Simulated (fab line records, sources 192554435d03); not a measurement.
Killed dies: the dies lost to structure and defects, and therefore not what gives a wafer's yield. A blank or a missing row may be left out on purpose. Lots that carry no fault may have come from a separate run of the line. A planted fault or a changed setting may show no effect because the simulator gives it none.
fab line records ; flow n5-finfet
record: lots: 10; wafers: 30; last-day: 18
route steps=1938 shown BEOL_M9@1421
lots untouched by any fault: they come from a run of this same line in which no faults occurred
start-h: the number of hours between the record's first day and the start of the first shown wafer of the lot ; wait-h: how many hours have passed since the lot's step before this one ; " same as the row above ; L1.1+2: several wafers, shown together as one row ; - no value, or no start was given ; * or withheld: withheld ; < > ~ a bound
route shown NAME@n: NAME is a module with steps in the file, n the number in the route of the first one ; usual: mean and standard deviation over wafers with no fault ; same: alike in all rows ; chamber/n: place in a boat ; sites: readings site by site ; _std_site: standard deviation across them ; _edge_site: the outer-site mean with the inner-site mean subtracted ; radius-mm: for every site, how far away it sits from the centre of the wafer ; mask NAME#n: copy n ; behind: the last tool/chamber to shape the wafer ; hold: what put the lot on hold/how long, in hours/how the hold closed ; device: the n, p or np transistor that did not switch ; end of line: the tests these same wafers got at the end of their route ; step lacking rows: just its recipe ; killed: not the wafer's yield, but the dies lost to structure and defects at the first sort ; map: per-die view of a wafer (x killed, . not killed, _ where there is no die)
set.NAME: the setting the step ran with; set.NAME@STEP: the setting that earlier step ran with ; model.NAME: the simulator's own value behind a step, which no gauge read
a sample of lots followed through the steps of the route, with each step as a table and each wafer as a row
services: the hour from which a tool's chamber was out of use, counted from the record's first day as start-h (under 0 if before that day), plus the number of hours and why
== steps ==
step: N5_BEOL_M9_STRIP_67
recipe: chemistry: CF4; resist: SiARC; power-w: 300; bias-power-w: 75; pressure-mtorr: 50; cf4-flow-sccm: 150; rf-frequency-hz: 6e+07
usual: drypump-motor-current-A: 5.8/0.49; oes-product-au: 0.78/0.076; power-w: 300.0/0.87; rf-vpp-V: 271.5/1.4; showerhead-plenum-p-Torr: 1.81/0.051; throttle-valve-pct: 13.6/0.31
lot.wafer;tool;chamber;start-h;wait-h;drypump-motor-current-A;oes-product-au;power-w;rf-hours-counter-h;rf-vpp-V;showerhead-plenum-p-Torr;throttle-valve-pct
L438.1;rie-diel-04;2;214.01;0.0;5.7;0.73;300.5;165;271.9;1.86;13.9
L438.4;rie-diel-04;1;214.01;0.0;6.3;0.73;300.2;202;271.9;1.85;13.4
L438.5;rie-diel-04;1;214.01;0.0;6.3;0.73;298.6;-;272.3;1.85;13.4
L440.1;rie-diel-04;1;238.37;0.0;6.3;0.73;300.1;208;273.6;1.85;13.5
L440.2;rie-diel-04;0;238.37;0.0;5.6;0.72;299.9;200;270.7;1.77;13.9
L440.4;rie-diel-04;3;238.37;0.0;5.7;0.95;298.6;12;272.1;1.84;13.0
L448.2;rie-diel-03;2;271.96;0.0;5.0;0.78;299.5;129;271.9;1.80;13.7
L448.5;rie-diel-03;3;271.96;0.0;5.6;0.85;299.5;-;271.9;1.89;13.3
L448.6;rie-diel-03;0;271.96;0.0;5.9;0.75;299.8;-;271.4;1.78;13.7
L449.1;rie-diel-03;1;288.65;0.0;6.0;0.73;299.5;202;269.9;1.71;13.8
L449.2;rie-diel-03;3;288.65;0.0;5.6;0.84;298.9;66;272.7;1.89;13.3
L449.5;rie-diel-03;1;288.65;0.0;6.0;0.73;298.1;-;269.8;1.71;13.8
L453.1;rie-diel-03;1;305.48;0.0;6.0;0.71;300.3;207;269.8;1.71;13.9
L453.2;rie-diel-03;3;305.48;0.0;5.6;0.84;298.6;71;273.0;1.89;13.3
L453.6;rie-diel-03;2;305.48;0.0;5.0;0.77;299.8;-;273.5;1.80;13.8
L455.1;rie-diel-03;2;315.65;0.0;5.0;0.78;299.2;143;271.5;1.80;13.8
L455.2;rie-diel-03;0;315.65;0.0;5.9;0.73;301.0;203;271.2;1.78;13.7
L455.4;rie-diel-03;1;315.65;0.0;6.0;0.72;301.1;211;270.3;1.71;13.9
L456.1;rie-diel-03;1;325.26;0.0;6.0;0.72;300.7;216;269.6;1.71;13.9
L456.3;rie-diel-03;0;325.26;0.0;5.9;0.73;300.3;207;272.0;1.78;13.7
L456.4;rie-diel-03;3;325.26;0.0;5.6;0.82;300.0;80;271.8;1.88;13.3
L458.2;rie-diel-02;1;336.48;0.0;5.4;0.78;299.9;117;270.1;1.80;13.3
L458.4;rie-diel-02;1;336.48;0.0;5.4;0.78;300.4;-;270.9;1.80;13.3
L458.5;rie-diel-02;3;336.48;0.0;6.6;0.84;300.2;-;273.0;1.87;13.5
L459.1;rie-diel-04;1;357.95;0.0;6.3;0.71;298.6;232;271.7;1.84;13.5
L459.4;rie-diel-04;3;357.95;0.0;5.7;0.90;299.3;39;272.8;1.83;13.1
L459.5;rie-diel-04;0;357.95;0.0;5.6;0.70;299.1;-;269.6;1.76;14.0
L460.1;rie-diel-02;2;360.71;0.0;6.6;0.82;301.3;83;272.7;1.82;13.2
L460.4;rie-diel-02;0;360.71;0.0;5.1;0.96;300.8;4;270.8;1.75;13.4
L460.6;rie-diel-02;3;360.71;0.0;6.6;0.83;299.3;-;272.3;1.87;13.5
step: N5_BEOL_M9_VIA_ETCH_34
recipe: chemistry: C4F6/O2; target: SiCOH_lowk; target-depth-a: 1824; mask-material: SOC; taper-deg: 4; time-s: 68.4; ion-energy-ev: 250; pressure-mtorr: 30; source-w: 345; bias-w: 185; Ar_flow_sccm: 300; C4F6_flow_sccm: 10; O2_flow_sccm: 10
usual: drypump-motor-current-A: 5.8/0.52; oes_ar_750_au: 0.78/0.081; oes-product-au: 0.78/0.082; rf-fwd-power-W: 342.0/1.3; rf-vpp-V: 666/13; showerhead-plenum-p-Torr: 2.89/0.08; throttle-valve-pct: 20.9/0.37
lot.wafer;tool;chamber;start-h;wait-h;drypump-motor-current-A;oes_ar_750_au;oes-product-au;rf-fwd-power-W;rf-hours-counter-h;rf-vpp-V;showerhead-plenum-p-Torr;throttle-valve-pct
L438.1;rie-diel-04;0;216.50;0.0;5.6;0.71;0.71;344.0;194;670;2.84;21.4
L438.4;rie-diel-04;2;216.50;0.0;5.7;0.71;0.73;343.2;165;684;2.96;21.3
L438.5;rie-diel-04;0;216.50;0.0;5.6;0.71;0.71;343.0;-;672;2.84;21.4
L440.1;rie-diel-04;3;239.87;0.0;5.7;0.97;0.98;340.9;12;661;2.89;20.2
L440.2;rie-diel-04;1;239.87;0.0;6.3;0.72;0.72;341.7;208;684;2.93;20.6
L440.4;rie-diel-04;2;239.87;0.0;5.7;0.72;0.72;342.0;171;684;2.96;21.3
L448.2;rie-diel-04;2;274.52;0.0;5.7;0.71;0.72;339.4;182;683;2.95;21.3
L448.5;rie-diel-04;3;274.52;0.0;5.7;0.82;0.89;258.0;-;759;2.88;20.2
L448.6;rie-diel-04;2;274.52;0.0;5.7;0.70;0.72;342.6;-;683;2.95;21.3
L449.1;rie-diel-04;0;290.83;0.0;5.6;0.70;0.70;343.2;217;671;2.83;21.4
L449.2;rie-diel-04;2;290.83;0.0;5.7;0.70;0.70;341.6;188;683;2.95;21.3
L449.5;rie-diel-04;3;290.83;0.0;5.8;0.80;0.87;257.4;-;760;2.88;20.2
L453.1;rie-diel-02;2;308.44;0.0;6.6;0.83;0.84;343.2;64;680;2.88;20.4
L453.2;rie-diel-02;3;308.44;0.0;6.6;0.86;0.86;339.8;69;674;3.00;20.9
L453.6;rie-diel-02;3;308.44;0.0;6.6;0.86;0.87;341.2;-;672;3.00;20.9
L455.1;rie-diel-02;0;318.46;0.0;5.1;0.67;0.67;340.8;244;672;2.81;21.4
L455.2;rie-diel-02;2;318.46;0.0;6.6;0.82;0.83;342.4;69;680;2.88;20.4
L455.4;rie-diel-02;1;318.46;0.0;5.4;0.80;0.80;341.1;109;661;2.85;20.6
L456.1;rie-diel-03;1;327.44;0.0;6.0;0.72;0.71;344.6;216;637;2.70;21.1
L456.3;rie-diel-03;2;327.44;0.0;5.0;0.76;0.75;340.1;149;656;2.84;21.1
L456.4;rie-diel-03;0;327.44;0.0;5.9;0.72;0.72;343.0;208;661;2.83;21.0
L458.2;rie-diel-02;3;339.77;0.0;6.6;0.84;0.84;339.6;83;674;3.00;20.9
L458.4;rie-diel-02;1;339.77;0.0;5.4;0.79;0.78;342.1;-;661;2.85;20.6
L458.5;rie-diel-02;3;339.77;0.0;6.5;0.84;0.84;340.8;-;673;2.99;20.9
L459.1;rie-diel-04;1;359.25;0.0;6.3;0.71;0.70;343.5;232;682;2.92;20.6
L459.4;rie-diel-04;3;359.25;0.0;5.7;0.92;0.93;343.0;39;660;2.87;20.2
L459.5;rie-diel-04;2;359.25;0.0;5.8;0.69;0.69;343.6;-;684;2.94;21.4
L460.1;rie-diel-03;0;361.69;0.0;6.0;0.71;0.71;343.1;218;662;2.83;21.0
L460.4;rie-diel-03;2;361.69;0.0;5.0;0.75;0.74;339.5;158;653;2.84;21.1
L460.6;rie-diel-03;3;361.69;0.0;5.6;0.83;0.81;343.0;-;645;3.00;20.8
step: N5_BEOL_M9_STRIP_36
recipe: chemistry: N2/H2; power-w: 450; temp-c: 40; pressure-mtorr: 20; rf-frequency-hz: 6e+07; overash-fraction: 0.3; bias-power-w: 7; h2-frac: 0.5; n2-flow-sccm: 200; h2-flow-sccm: 200
usual: drypump-motor-current-A: 5.8/0.52; oes-product-au: 0.78/0.081; power-w: 449.9/1.4; rf-vpp-V: 59.4/1.3; showerhead-plenum-p-Torr: 2.58/0.08; throttle-valve-pct: 23.59/0.25
lot.wafer;tool;chamber;start-h;wait-h;drypump-motor-current-A;oes-product-au;power-w;rf-hours-counter-h;rf-vpp-V;showerhead-plenum-p-Torr;throttle-valve-pct
L438.1;rie-diel-04;0;216.57;0.0;5.6;0.71;450.0;194;58.7;2.50;23.76
L438.4;rie-diel-04;2;216.57;0.0;5.7;0.72;448.0;166;58.8;2.62;23.74
L438.5;rie-diel-04;0;216.57;0.0;5.6;0.72;449.8;-;59.7;2.50;23.75
L440.1;rie-diel-04;3;239.93;0.0;5.8;0.97;448.8;12;59.4;2.62;23.17
L440.2;rie-diel-04;1;239.93;0.0;6.3;0.72;449.7;208;60.3;2.63;23.28
L440.4;rie-diel-04;2;239.93;0.0;5.7;0.71;449.7;171;62.9;2.62;23.74
L448.2;rie-diel-04;2;274.58;0.0;5.8;0.71;448.9;182;58.1;2.61;23.75
L448.5;rie-diel-04;3;274.58;0.0;5.8;0.95;450.9;-;58.5;2.61;23.17
L448.6;rie-diel-04;2;274.58;0.0;5.7;0.70;447.5;-;58.9;2.62;23.76
L449.1;rie-diel-04;0;290.89;0.0;5.6;0.70;451.1;217;59.2;2.49;23.81
L449.2;rie-diel-04;2;290.89;0.0;5.7;0.69;448.7;188;61.4;2.61;23.79
L449.5;rie-diel-04;3;290.89;0.0;5.7;0.93;450.4;-;60.3;2.61;23.17
L453.1;rie-diel-02;2;308.50;0.0;6.6;0.84;448.2;64;57.4;2.59;23.62
L453.2;rie-diel-02;3;308.50;0.0;6.6;0.85;448.2;69;58.9;2.69;23.53
L453.6;rie-diel-02;3;308.50;0.0;6.6;0.85;449.1;-;60.4;2.69;23.56
L455.1;rie-diel-02;0;318.53;0.0;5.1;0.68;449.3;244;57.4;2.49;24.11
L455.2;rie-diel-02;2;318.53;0.0;6.6;0.83;451.7;69;58.1;2.59;23.62
L455.4;rie-diel-02;1;318.53;0.0;5.4;0.79;450.3;109;59.4;2.56;23.32
L456.1;rie-diel-03;1;327.50;0.0;6.0;0.70;449.8;216;57.7;2.40;23.70
L456.3;rie-diel-03;2;327.50;0.0;5.0;0.75;448.7;149;60.9;2.52;23.59
L456.4;rie-diel-03;0;327.50;0.0;5.9;0.72;450.7;208;59.1;2.52;23.74
L458.2;rie-diel-02;3;339.83;0.0;6.6;0.83;448.7;83;60.9;2.68;23.53
L458.4;rie-diel-02;1;339.83;0.0;5.4;0.78;450.8;-;58.7;2.55;23.36
L458.5;rie-diel-02;3;339.83;0.0;6.6;0.82;449.0;-;60.3;2.68;23.56
L459.1;rie-diel-04;1;359.31;0.0;6.3;0.70;449.9;232;58.2;2.61;23.27
L459.4;rie-diel-04;3;359.31;0.0;5.7;0.91;451.4;39;61.0;2.60;23.20
L459.5;rie-diel-04;2;359.31;0.0;5.7;0.69;449.3;-;59.0;2.61;23.78
L460.1;rie-diel-03;0;361.76;0.0;5.9;0.71;450.8;218;58.6;2.51;23.74
L460.4;rie-diel-03;2;361.76;0.0;5.0;0.75;450.0;158;59.7;2.52;23.61
L460.6;rie-diel-03;3;361.76;0.0;5.6;0.80;448.7;-;60.4;2.67;23.53
step: N5_BEOL_M9_STRIP_80
recipe: chemistry: N2/H2; time-s: 10; power-w: 450; temp-c: 40; pressure-mtorr: 20; rf-frequency-hz: 6e+07; bias-power-w: 7; n2-flow-sccm: 200; h2-flow-sccm: 200
usual: drypump-motor-current-A: 5.8/0.52; oes-product-au: 0.78/0.08; rf-vpp-V: 59.4/0.8; showerhead-plenum-p-Torr: 2.58/0.08; throttle-valve-pct: 23.59/0.25
lot.wafer;tool;chamber;start-h;wait-h;drypump-motor-current-A;oes-product-au;rf-hours-counter-h;rf-vpp-V;showerhead-plenum-p-Torr;throttle-valve-pct
L438.1;rie-diel-04;0;-;-;5.6;0.71;195;59.6;2.50;23.77
L438.4;rie-diel-04;2;-;-;5.8;0.72;166;59.2;2.62;23.75
L438.5;rie-diel-04;0;-;-;5.6;0.71;-;59.7;2.50;23.76
L440.1;rie-diel-04;3;-;-;5.7;0.97;12;59.6;2.62;23.14
L440.2;rie-diel-04;1;-;-;6.3;0.73;208;59.1;2.63;23.25
L440.4;rie-diel-04;2;-;-;5.7;0.72;171;60.0;2.62;23.76
L448.2;rie-diel-04;2;-;-;5.7;0.70;182;60.2;2.61;23.76
L448.5;rie-diel-04;3;-;-;5.7;0.95;-;59.1;2.61;23.16
L448.6;rie-diel-04;2;-;-;5.7;0.71;-;59.1;2.61;23.79
L449.1;rie-diel-04;0;-;-;5.6;0.70;217;59.0;2.49;23.82
L449.2;rie-diel-04;2;-;-;5.8;0.70;188;59.9;2.61;23.78
L449.5;rie-diel-04;3;-;-;5.8;0.93;-;61.0;2.61;23.17
L453.1;rie-diel-02;2;-;-;6.6;0.85;64;59.3;2.59;23.60
L453.2;rie-diel-02;3;-;-;6.6;0.85;69;59.2;2.69;23.53
L453.6;rie-diel-02;3;-;-;6.6;0.85;-;58.5;2.69;23.54
L455.1;rie-diel-02;0;-;-;5.1;0.68;244;58.3;2.49;24.12
L455.2;rie-diel-02;2;-;-;6.6;0.85;69;61.0;2.59;23.62
L455.4;rie-diel-02;1;-;-;5.4;0.79;109;58.0;2.56;23.35
L456.1;rie-diel-03;1;-;-;6.0;0.71;216;58.6;2.40;23.70
L456.3;rie-diel-03;2;-;-;5.1;0.75;149;59.4;2.52;23.59
L456.4;rie-diel-03;0;-;-;5.9;0.73;208;58.3;2.52;23.75
L458.2;rie-diel-02;3;-;-;6.6;0.83;83;59.2;2.69;23.54
L458.4;rie-diel-02;1;-;-;5.4;0.79;-;58.7;2.55;23.34
L458.5;rie-diel-02;3;-;-;6.6;0.83;-;60.1;2.68;23.55
L459.1;rie-diel-04;1;-;-;6.3;0.71;232;60.3;2.62;23.28
L459.4;rie-diel-04;3;-;-;5.7;0.91;39;60.5;2.60;23.18
L459.5;rie-diel-04;2;-;-;5.8;0.70;-;59.8;2.61;23.80
L460.1;rie-diel-03;0;-;-;5.9;0.71;218;60.1;2.51;23.77
L460.4;rie-diel-03;2;-;-;5.0;0.76;158;57.4;2.52;23.60
L460.6;rie-diel-03;3;-;-;5.6;0.81;-;58.9;2.67;23.52
== services ==
tool;chamber;start-h;hours;kind
rie-diel-02;3;190.09;4.6;repair
rie-diel-03;0;236.50;2.5;repair
rie-diel-04;1;264.02;3.2;repair
rie-diel-02;1;266.25;1.6;repair
rie-diel-04;-;301.12;28.1;pm
rie-diel-02;0;307.62;3.9;repair
rie-diel-02;0;333.52;-;clean
rie-diel-02;0;333.52;-;consumable-replace:focus-ring
rie-diel-02;0;333.52;15.5;scheduled-down
rie-diel-02;0;333.52;15.5;vent-cycle
rie-diel-03;3;356.86;1.3;repair
== key ==
first-sign: step: N5_BEOL_M9_VIA_ETCH_34; reading: rf-fwd-power-W; direction: down; sigmas: 65; usual: *; struck: *
effect: step: N5_BEOL_M9_VIA_ETCH_34; reading: rf-vpp-V; direction: up; sigmas: 7; usual: 666; struck: 759
met-at N5_BEOL_M9_VIA_ETCH_34
struck-lots L448,L449
struck-wafers L448.5,L449.5
not-acting-at N5_BEOL_M9_STRIP_67,N5_BEOL_M9_STRIP_36,N5_BEOL_M9_STRIP_80
onset-between 239.87 274.52
fault: kind: process-parameter-drift; tool: rie-diel-04; chamber: 3; onset-h: 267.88; steps: N5_BEOL_M9_VIA_ETCH_34; channel: source-w; offset: -82.8; shape: step; end-h: 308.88; acts-in: these-recipes-only; stated: 345
